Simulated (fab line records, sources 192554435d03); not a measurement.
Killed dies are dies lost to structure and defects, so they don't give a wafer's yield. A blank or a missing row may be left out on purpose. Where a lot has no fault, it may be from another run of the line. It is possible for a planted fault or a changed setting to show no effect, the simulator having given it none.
fab line records	flow n5-finfet
[record] lots = 10	wafers = 27	last-day = 18
route steps=1938 shown BEOL_M2@910 BEOL_M4@1111 PASSIVATION@1936
lots that met no fault: from a run of the same line without faults
start-h: hours from the record's first day to the start of the lot's first wafer shown	wait-h: hours since the lot's step before	" the same as in the row above	L1.1+2: a row that stands for several wafers	- no value, or no start given	* or withheld: withheld	< > ~ a bound
route shown NAME@n: names a module that has steps shown in the file, with the first one's number in the route	usual: average and standard deviation across the fault-free wafers	same: alike in all rows	chamber/n: place in a boat	sites: the reading at each site	_std_site: standard deviation across them	_edge_site: mean of outer sites minus mean of inner sites	radius-mm: how far each site lies from the wafer's centre	mask NAME#n: copy n	behind: tool/chamber where the wafer was last shaped	hold: the reason the lot was held/the length of the hold in hours/how it ended	device: the transistor (n, p or np) that didn't switch	end of line: the same wafers' tests at the end of the route	for a step that has no rows: nothing shown but its recipe	killed: at the first sort, the dies lost to defects and structure; wafer yield is something else	map: the dies of a wafer, with x for killed, . for not killed, _ for no die there
set.NAME: the setting as run; set.NAME@STEP: as run at that earlier step	model.NAME: the simulator's own value behind a step, which no gauge read
route steps across a sampled set of lots; one table per step, one row per wafer
services: when a tool's chamber went out of use (start-h, in hours from the record's first day, below 0 if earlier), for how many hours, and the reason
[[steps]]
[step N5_BEOL_M2_SPUTTER_86]
[recipe] material = Cu	target-thk-a = 45	temp-c = -20	chamber-pressure-pa = 0.07	power-w = withheld	time-s = 8.29
[usual] throttle-valve-pct = 29.9/1
lot.wafer	tool	chamber	start-h	wait-h	throttle-valve-pct
L715.2	pvd-sputter-01	-	142.43	0.1	31.0
L715.3	"	-	"	"	30.7
L715.5	"	-	"	"	30.2
L719.3	pvd-sputter-03	-	170.46	0.1	29.1
L719.5	"	-	"	"	30.4
L719.6	"	-	"	"	29.3
L723.1	pvd-sputter-02	-	193.04	0.1	29.3
L723.2	"	-	"	"	28.4
L726.2	pvd-sputter-01	-	205.31	0.1	31.6
L726.5	"	-	"	"	30.8
L730.1	pvd-sputter-03	-	237.40	0.1	29.1
L730.2	"	-	"	"	32.1
L733.1	pvd-sputter-01	-	253.00	0.1	30.5
L733.2	"	-	"	"	31.6
L733.3	"	-	"	"	30.9
L735.2	pvd-sputter-02	-	272.47	0.1	28.8
L735.4	"	-	"	"	29.4
L735.5	"	-	"	"	29.5
L734.1	pvd-sputter-03	-	279.38	0.1	32.3
L734.4	"	-	"	"	30.3
L734.5	"	-	"	"	30.1
L737.2	pvd-sputter-01	-	288.62	0.1	31.7
L737.3	"	-	"	"	30.8
L737.6	"	-	"	"	30.8
L738.1	pvd-sputter-01	-	299.58	0.1	30.9
L738.5	"	-	"	"	31.0
L738.6	"	-	"	"	29.9
[step N5_BEOL_M2_ANNEAL_87]
[recipe] temp-c = 400	time-s = 240	ambient = vacuum
[usual] heater-power-w = 824/100
lot.wafer	tool	chamber	start-h	wait-h	heater-power-w
L715.2	pvd-sputter-01	-	142.51	0.0	726
L715.3	"	-	"	"	888
L715.5	"	-	"	"	710
L719.3	pvd-sputter-03	-	170.54	0.0	765
L719.5	"	-	"	"	793
L719.6	"	-	"	"	768
L723.1	pvd-sputter-02	-	193.12	0.0	847
L723.2	"	-	"	"	842
L726.2	pvd-sputter-01	-	205.39	0.0	851
L726.5	"	-	"	"	892
L730.1	pvd-sputter-03	-	237.48	0.0	702
L730.2	"	-	"	"	718
L733.1	pvd-sputter-01	-	253.08	0.0	730
L733.2	"	-	"	"	880
L733.3	"	-	"	"	893
L735.2	pvd-sputter-02	-	272.55	0.0	857
L735.4	"	-	"	"	753
L735.5	"	-	"	"	774
L734.1	pvd-sputter-03	-	279.46	0.0	711
L734.4	"	-	"	"	796
L734.5	"	-	"	"	814
L737.2	pvd-sputter-01	-	288.70	0.0	887
L737.3	"	-	"	"	731
L737.6	"	-	"	"	891
L738.1	pvd-sputter-01	-	299.66	0.0	709
L738.5	"	-	"	"	718
L738.6	"	-	"	"	706
[step N5_BEOL_M2_SPUTTER_94]
[recipe] material = Cu	target-thk-a = 45	temp-c = -20	chamber-pressure-pa = 0.07	power-w = withheld	time-s = 8.29
[usual] throttle-valve-pct = 29.9/0.99
lot.wafer	tool	chamber	start-h	wait-h	throttle-valve-pct
L715.2	pvd-sputter-01	-	143.31	0.1	30.7
L715.3	"	-	"	"	30.8
L715.5	"	-	"	"	30.0
L719.3	pvd-sputter-03	-	171.34	0.1	29.2
L719.5	"	-	"	"	30.1
L719.6	"	-	"	"	29.3
L723.1	pvd-sputter-02	-	193.92	0.1	29.7
L723.2	"	-	"	"	28.7
L726.2	pvd-sputter-01	-	206.19	0.1	31.9
L726.5	"	-	"	"	30.6
L730.1	pvd-sputter-03	-	238.28	0.1	29.4
L730.2	"	-	"	"	31.9
L733.1	pvd-sputter-01	-	253.88	0.1	31.0
L733.2	"	-	"	"	31.6
L733.3	"	-	"	"	31.0
L735.2	pvd-sputter-02	-	273.35	0.1	28.7
L735.4	"	-	"	"	29.7
L735.5	"	-	"	"	29.3
L734.1	pvd-sputter-03	-	280.26	0.1	31.9
L734.4	"	-	"	"	30.2
L734.5	"	-	"	"	30.4
L737.2	pvd-sputter-01	-	289.50	0.1	31.9
L737.3	"	-	"	"	30.7
L737.6	"	-	"	"	30.7
L738.1	pvd-sputter-01	-	300.46	0.1	30.7
L738.5	"	-	"	"	30.9
L738.6	"	-	"	"	29.9
[step N5_BEOL_M2_CMP_52]
[recipe] stop-on = SiOC	t-overpolish-s = 6.8	down-force-psi = 1	platen-rpm = 50	clearing-platen-down-force-psi = 1.5	clearing-platen-rpm = 50	post-cmp-clean = cu-alkaline	target-thk-nm = 40	clearing-platen-pad-velocity-m-s = 0.99484	pad-velocity-m-s = 0.99484
[usual] barrier-field-endpoint-s = 24.8/0.59	motor-current-A = 5.9/0.53	overpolish-run-s = 6.798/0.0097	slurry-flow-ml-min = 150.1/0.49	time-to-endpoint-s = 62/3
lot.wafer	tool	chamber	start-h	wait-h	barrier-field-endpoint-s	motor-current-A	overpolish-run-s	slurry-flow-ml-min	time-to-endpoint-s
L715.3	cmp-02	1	144.03	0.2	23.6	5.5	6.791	150.1	59
L715.2	"	3	"	"	24.0	5.3	6.800	149.9	57
L715.5	"	2	"	"	24.1	6.2	6.815	150.1	59
L719.3	cmp-02	0	172.18	0.3	24.4	5.6	6.798	149.9	60
L719.5	"	1	"	"	24.7	5.8	6.795	150.1	64
L719.6	"	2	"	"	24.6	6.8	6.800	149.3	60
L723.1	cmp-02	2	194.67	0.3	25.1	6.4	6.776	150.3	61
L723.2	"	3	"	"	41.2	5.6	0.036	149.7	82
L726.2	cmp-02	0	207.17	0.4	41.2	5.6	0.042	149.9	80
L726.5	"	0	"	"	24.3	5.7	6.797	149.4	61
L730.2	cmp-02	2	239.07	0.3	41.2	6.2	0.035	149.8	82
L730.1	"	3	"	"	24.1	5.6	6.809	149.9	62
L733.2	cmp-04	3	254.59	0.2	24.6	7.0	6.793	149.9	64
L733.1	"	0	"	"	25.1	6.4	6.804	149.8	67
L733.3	"	1	"	"	24.9	5.1	6.802	149.5	66
L735.4	cmp-03	0	274.11	0.2	24.2	5.4	6.790	149.4	64
L735.2	"	1	"	"	25.0	5.9	6.799	149.9	63
L735.5	"	3	"	"	24.8	5.9	6.793	149.8	64
L734.4	cmp-04	1	280.97	0.1	24.9	4.9	6.804	149.6	59
L734.1	"	2	"	"	24.0	5.7	6.808	149.9	57
L734.5	"	2	"	"	24.6	5.3	6.813	150.4	56
L737.2	cmp-04	3	291.12	0.2	24.2	6.7	6.811	149.7	59
L737.3	"	0	"	"	24.0	6.2	6.807	150.1	60
L737.6	"	3	"	"	24.0	6.3	6.791	150.0	60
L738.1	cmp-02	2	301.21	0.3	24.0	6.6	6.784	150.1	56
L738.6	"	1	"	"	24.5	5.6	6.807	150.6	57
L738.5	"	2	"	"	24.8	6.6	6.809	150.0	57
[step N5_BEOL_M2_THK_MEAS_53]
[recipe] thk-meas-gauge = xrf	reads = Cu_of_BEOL_M2_ECD_50
[usual] M2_THK = 39.5/1.3
lot.wafer	tool	chamber	start-h	wait-h	M2_THK[nm]
L715.2	film-metro-01	-	144.32	-	36.8
L715.3	"	-	"	"	39.1
L715.5	"	-	"	"	41.7
L719.3	film-metro-01	-	172.36	-	39.8
L719.5	"	-	"	"	40.2
L719.6	"	-	"	"	38.5
L723.1	film-metro-01	-	194.93	-	39.9
L723.2	"	-	"	"	142.6
L726.2	film-metro-02	-	207.47	-	147.1
L726.5	"	-	"	"	40.0
L730.1	film-metro-02	-	239.29	-	37.2
L730.2	"	-	"	"	161.1
L733.1	film-metro-02	-	254.88	-	40.6
L733.2	"	-	"	"	38.3
L733.3	"	-	"	"	38.2
L735.2	film-metro-01	-	274.37	-	41.8
L735.4	"	-	"	"	41.1
L735.5	"	-	"	"	38.7
L734.1	film-metro-02	-	281.26	-	40.7
L734.4	"	-	"	"	40.3
L734.5	"	-	"	"	39.9
L737.2	film-metro-02	-	291.38	-	39.8
L737.3	"	-	"	"	40.2
L737.6	"	-	"	"	39.5
L738.1	film-metro-02	-	301.47	-	38.4
L738.5	"	-	"	"	38.1
L738.6	"	-	"	"	39.2
[step N5_BEOL_M2_INSPECT_59]
[recipe] inspect-instrument = darkfield	mode = post-dep
[usual] raw-defect-count = 71/20
lot.wafer	tool	chamber	start-h	wait-h	raw-defect-count
L715.2	defect-inspect-02	-	144.62	0.0	93
L715.3	"	-	"	"	99
L715.5	"	-	"	"	105
L719.3	defect-inspect-01	-	172.65	0.0	94
L719.5	"	-	"	"	52
L719.6	"	-	"	"	81
L723.1	defect-inspect-01	-	195.22	0.0	58
L723.2	"	-	"	"	6006
L726.2	defect-inspect-01	-	207.75	0.0	5775
L726.5	"	-	"	"	60
L730.1	defect-inspect-02	-	239.57	0.0	72
L730.2	"	-	"	"	5818
L733.1	defect-inspect-01	-	255.17	0.0	36
L733.2	"	-	"	"	53
L733.3	"	-	"	"	40
L735.2	defect-inspect-02	-	274.68	0.0	141
L735.4	"	-	"	"	79
L735.5	"	-	"	"	64
L734.1	defect-inspect-02	-	281.56	0.0	80
L734.4	"	-	"	"	90
L734.5	"	-	"	"	63
L737.2	defect-inspect-02	-	291.67	0.0	50
L737.3	"	-	"	"	52
L737.6	"	-	"	"	49
L738.1	defect-inspect-01	-	301.76	0.0	60
L738.5	"	-	"	"	70
L738.6	"	-	"	"	60
[step N5_BEOL_M4_RC_MEAS_101]
[usual] DIBL_N = 36.2/1.6	DIBL_P = 36.1/2	IOFF_N = 0.16/0.032	IOFF_P = 0.22/0.036	ION_N = 672/11	ION_P = 463/7.5	SS_N = 71.4/0.58	SS_P = 73.2/0.67	VT_N = 250/3.3	VT_P = -250/3.3
lot.wafer	tool	chamber	start-h	wait-h	DIBL_N[mV/V]	DIBL_P[mV/V]	IOFF_N[nA/um]	IOFF_P[nA/um]	ION_N[uA/um]	ION_P[uA/um]	SS_N[mV/dec]	SS_P[mV/dec]	VT_N[mV]	VT_P[mV]
L715.2	prober-02	0	172.98	0.2	36.6	37.3	0.13	0.17	652	446	71.1	72.5	254	-257
L715.3	"	0	"	"	37.2	38.7	0.17	0.19	679	456	72.3	74.0	247	-251
L715.5	"	0	"	"	34.5	35.6	0.12	0.15	660	444	70.7	72.3	255	-256
L719.3	prober-01	0	197.74	0.3	38.3	35.2	0.17	0.21	679	465	71.6	73.2	248	-249
L719.5	"	0	"	"	35.9	32.5	0.13	0.18	662	458	71.3	71.8	248	-251
L719.6	"	0	"	"	36.2	33.4	0.13	0.19	671	460	71.5	72.3	251	-250
L723.1	prober-01	0	220.24	0.0	37.7	38.2	0.22	0.30	675	464	71.6	74.1	245	-245
L726.5	prober-01	0	238.52	0.6	36.0	36.4	0.15	0.24	677	471	71.7	73.5	250	-247
L730.1	prober-02	0	270.23	0.0	35.3	35.2	0.15	0.20	676	465	71.4	73.8	248	-251
L733.1	prober-02	0	286.14	0.0	34.9	35.6	0.14	0.23	668	463	71.3	73.1	253	-246
L733.2	"	0	"	"	32.7	32.1	0.12	0.18	677	467	70.6	72.5	251	-248
L733.3	"	0	"	"	37.0	37.2	0.19	0.27	681	472	71.7	73.3	245	-244
L735.2	prober-02	0	305.23	0.2	40.5	38.1	0.21	0.27	666	462	71.8	73.7	246	-247
L735.4	"	0	"	"	37.6	34.2	0.15	0.20	660	462	71.4	72.6	250	-250
L735.5	"	0	"	"	38.3	34.9	0.16	0.20	653	457	71.7	72.8	251	-250
L734.1	prober-02	0	317.33	0.0	35.7	34.4	0.15	0.18	675	458	71.3	73.4	250	-255
L734.4	"	0	"	"	35.1	34.1	0.15	0.17	665	449	71.9	73.3	252	-251
L734.5	"	0	"	"	36.1	35.5	0.16	0.19	679	455	71.9	73.0	249	-251
L737.2	prober-02	0	323.01	0.2	33.9	34.4	0.12	0.17	661	464	70.6	71.7	254	-253
L737.3	"	0	"	"	35.4	37.0	0.14	0.20	679	466	70.3	72.9	253	-249
L737.6	"	0	"	"	34.7	36.1	0.13	0.19	669	466	70.5	72.2	254	-252
L738.1	prober-02	0	339.85	0.0	38.7	39.5	0.20	0.25	694	469	72.4	73.6	244	-246
L738.5	"	0	"	"	36.5	37.2	0.16	0.22	679	470	72.2	73.4	250	-247
L738.6	"	0	"	"	34.7	35.7	0.13	0.20	661	465	71.4	72.2	252	-252
[step N5_PASSIVATION_PROBE_49]
[usual] defect-limited-yield = 91.4/1.3	killed_at_M0_to_M3 = 34/10	killed_at_M4_up = 14/5.6	killed-at-contacts = 13/5.9	killed-at-front-end = 37/9.9	killed-at-other = 3.5/2.8	killed-dies = 101/15	killed-on-rim = 13/3.9	killed-open = 67/12	killed-short = 32/6.6	sort_bin_5_function = 5.0/0.81	sort_bin_6_memory = 3.2/0.66	sort_bin_8_speed = 0.00/0.007	sort-n-pass = 1079/15	sort-yield-pct = 91.4/1.3
[same] gross-dies = 1180	killed-at-back-side = 0	sort_bin_4_leakage[%] = 0
lot.wafer	tool	chamber	start-h	wait-h	defect-limited-yield[%]	killed_at_M0_to_M3	killed_at_M4_up	killed-at-contacts	killed-at-front-end	killed-at-other	killed-dies	killed-on-rim	killed-open	killed-short	sort_bin_5_function[%]	sort_bin_6_memory[%]	sort_bin_8_speed[%]	sort-n-pass	sort-yield-pct[%]
L723.1	prober-01	-	328.61	0.0	95.2	18	11	3	24	1	57	11	38	19	2.6	1.9	0	1123	95.2
L723.2	prober-01	-	328.66	0.1	0	1111	12	9	43	5	1180	152	56	38	4.7	3.0	0	0	0
L726.2	prober-01	-	342.33	0.1	0	1110	13	21	34	2	1180	152	60	29	4.5	2.9	0	0	0
L726.5	prober-01	-	342.48	0.2	92.3	20	11	18	39	3	91	13	58	30	5.1	2.2	0	1089	92.3
L730.1	prober-01	-	371.93	0.0	91.8	23	14	9	51	0	97	10	73	24	5.4	2.5	0	1083	91.8
L730.2	prober-01	-	371.98	0.1	0	1117	21	8	34	0	1180	152	64	32	4.6	3.4	0	0	0
L735.2	prober-02	-	404.77	0.1	90.8	34	8	10	53	4	109	16	70	32	5.2	3.3	0	1071	90.8
L735.4	prober-02	-	404.87	0.2	91.9	37	14	8	31	6	96	12	67	27	4.7	3.3	0	1084	91.9
L735.5	prober-02	-	404.92	0.2	90.9	38	7	10	50	2	107	14	79	27	4.8	3.9	0	1073	90.9
L738.1	prober-02	-	438.86	0.0	91.4	39	12	16	33	2	102	15	70	32	5.3	3.0	0	1078	91.4
L738.5	prober-02	-	439.06	0.2	91.6	37	19	20	20	3	99	13	67	30	5.0	3.1	0	1081	91.6
L738.6	prober-02	-	439.11	0.3	93.7	33	11	6	20	4	74	8	38	36	4.0	2.3	0	1106	93.7
// killed by level:class
L723.1 FIN_SAQP:geometric-particle:open=10 GATE_CUT:geometric-particle:short=5 BEOL_M2:geometric-particle:open=5 BEOL_M4:geometric-particle:open=4 STI_FIN_REVEAL:geometric-particle:open=3 MOL_CONTACT_COAG:geometric-particle:open=3 BEOL_M0_SAQP:geometric-particle:short=3 BEOL_M1:geometric-particle:short=3
L723.2 BEOL_M2:area-cmp=1085 FIN_SAQP:geometric-particle:open=19 FIN_SAQP:geometric-particle:short=10 BEOL_M4:geometric-particle:open=7 MOL_CONTACT_COAG:geometric-particle:open=6 BEOL_M0_SAQP:geometric-particle:short=6 BEOL_M2:geometric-particle:open=6 DUMMY_GATE:geometric-particle:open=5
L726.2 BEOL_M2:area-cmp=1090 MOL_CONTACT_COAG:geometric-particle:open=15 FIN_SAQP:geometric-particle:open=6 MOL_CONTACT_COAG:geometric-particle:short=6 BEOL_M4:geometric-particle:open=6 FIN_SAQP:geometric-particle:short=5 BEOL_M0_SAQP:geometric-particle:open=5 DUMMY_GATE:geometric-particle:open=4
L726.5 MOL_CONTACT_COAG:geometric-particle:open=15 FIN_SAQP:geometric-particle:open=9 FIN_SAQP:geometric-particle:short=7 BEOL_M0:geometric-particle:open=6 BEOL_M0_SAQP:geometric-particle:open=6 DUMMY_GATE:geometric-particle:open=5 GATE_CUT:geometric-particle:open=4 STARTING-WAFER:geometric-particle:short=4
L730.1 STI_FIN_REVEAL:geometric-particle:open=24 FIN_SAQP:geometric-particle:open=7 BEOL_M0_SAQP:geometric-particle:open=6 BEOL_M4:geometric-particle:open=6 STI_FIN_REVEAL:geometric-particle:short=5 MOL_CONTACT_COAG:geometric-particle:open=5 BEOL_M3:geometric-particle:open=4 ILD0:geometric-particle:short=4
L730.2 BEOL_M2:area-cmp=1084 STI_FIN_REVEAL:geometric-particle:open=11 BEOL_M0_SAQP:geometric-particle:short=11 BEOL_M4:geometric-particle:open=7 MOL_CONTACT_COAG:geometric-particle:open=6 BEOL_M2:geometric-particle:open=6 BEOL_M3:geometric-particle:short=5 BEOL_M8:geometric-particle:open=5
L735.2 STI_FIN_REVEAL:geometric-particle:open=15 FIN_SAQP:geometric-particle:open=11 BEOL_M2:geometric-particle:open=9 GATE_CUT:geometric-particle:short=8 BEOL_M3:geometric-particle:open=7 MOL_CONTACT_COAG:geometric-particle:open=6 BEOL_M3:geometric-particle:short=6 HKMG_FIN:area-etch=6
L735.4 BEOL_M3:geometric-particle:open=16 MOL_CONTACT_COAG:geometric-particle:open=7 STI_FIN_REVEAL:geometric-particle:open=5 BEOL_M0_SAQP:geometric-particle:short=5 BEOL_M4:geometric-particle:open=5 BEOL_M1:geometric-particle:open=4 STARTING-WAFER:geometric-particle:open=4 DUMMY_GATE:geometric-particle:short=4
L735.5 SPACER0:geometric-particle:open=13 FIN_SAQP:geometric-particle:open=11 BEOL_M3:geometric-particle:open=11 MOL_CONTACT_COAG:geometric-particle:open=7 DUMMY_GATE:geometric-particle:open=7 BEOL_M0:geometric-particle:open=6 BEOL_M0_SAQP:geometric-particle:open=5 STI_FIN_REVEAL:geometric-particle:open=4
L738.1 BEOL_M0_SAQP:geometric-particle:open=14 MOL_CONTACT_COAG:geometric-particle:open=13 BEOL_M0_SAQP:geometric-particle:short=13 STI_FIN_REVEAL:geometric-particle:open=8 FIN_SAQP:geometric-particle:open=7 BEOL_M3:geometric-particle:open=6 FIN_SAQP:geometric-particle:short=4 BEOL_M4:geometric-particle:open=4
L738.5 MOL_CONTACT_COAG:geometric-particle:open=16 BEOL_M0_SAQP:geometric-particle:open=15 BEOL_M4:geometric-particle:open=10 BEOL_M0_SAQP:geometric-particle:short=9 BEOL_M2:geometric-particle:open=9 FIN_SAQP:geometric-particle:short=6 STI_FIN_REVEAL:geometric-particle:open=5 MOL_CONTACT_COAG:geometric-particle:short=4
L738.6 BEOL_M0_SAQP:geometric-particle:short=17 FIN_SAQP:geometric-particle:open=6 DUMMY_GATE:geometric-particle:open=5 BEOL_M1:geometric-particle:open=4 BEOL_M0_SAQP:geometric-particle:open=4 BEOL_M2:geometric-particle:open=4 GATE_CUT:geometric-particle:short=3 MOL_CONTACT_COAG:geometric-particle:short=3
[[services]]
tool	chamber	start-h	hours	kind
cmp-04	-	142.39	1.4	repair
cmp-04	-	143.81	4.8	pm
pvd-sputter-02	-	157.68	14.3	repair
cmp-02	-	157.69	4.0	pm
cmp-02	-	161.69	-	consumable-replace:conditioner
cmp-02	-	161.69	-	consumable-replace:pad
cmp-04	-	167.40	3.8	repair
cmp-03	-	172.74	4.8	pm
cmp-04	-	182.93	1.8	repair
cmp-03	-	183.59	6.1	repair
cmp-04	-	188.59	1.0	repair
cmp-04	-	197.14	0.6	repair
pvd-sputter-02	-	207.32	1.6	repair
cmp-03	-	208.71	0.5	repair
cmp-02	-	231.37	0.9	repair
cmp-04	-	235.74	4.0	pm
cmp-04	-	239.74	-	consumable-replace:conditioner
cmp-04	-	239.74	-	consumable-replace:pad
[[key]]
[first-sign] step = N5_BEOL_M2_CMP_52	reading = overpolish-run-s	direction = down	sigmas = 99+	usual = 6.798	struck = 0.038
[effect] step = N5_BEOL_M2_CMP_52	reading = barrier-field-endpoint-s	direction = up	sigmas = 28	usual = 24.8	struck = 41.2
[effect] step = N5_BEOL_M2_THK_MEAS_53	reading = M2_THK	direction = up	sigmas = 84	usual = 39.5	struck = 150.3
[effect] step = N5_BEOL_M2_INSPECT_59	reading = raw-defect-count	direction = up	sigmas = 99+	usual = 71	struck = 5866
[effect] step = N5_PASSIVATION_PROBE_49	reading = killed_at_M0_to_M3	direction = up	sigmas = 99+	usual = 34	struck = 1113
[more-kills-born-at] N5_BEOL_M2_CMP_52@cmp-02 = 3259
met-at N5_BEOL_M2_CMP_52
struck-lots L723,L726,L730
struck-wafers L723.2,L726.2,L730.2
later-rows-left-out L723.2,L726.2,L730.2
not-acting-at N5_BEOL_M2_SPUTTER_86,N5_BEOL_M2_ANNEAL_87,N5_BEOL_M2_SPUTTER_94
onset-between 172.18 194.67
[fault] kind = process-parameter-drift	tool = cmp-02	chamber = -	onset-h = 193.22	steps = N5_BEOL_M2_CMP_52	channel = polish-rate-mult	offset = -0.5	shape = step	end-h = 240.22	scope = struck-wafers-only
// later-rows-left-out: the simulator's readings of these wafers behind a module that went badly wrong aren't trusted and aren't shown, but for the sort
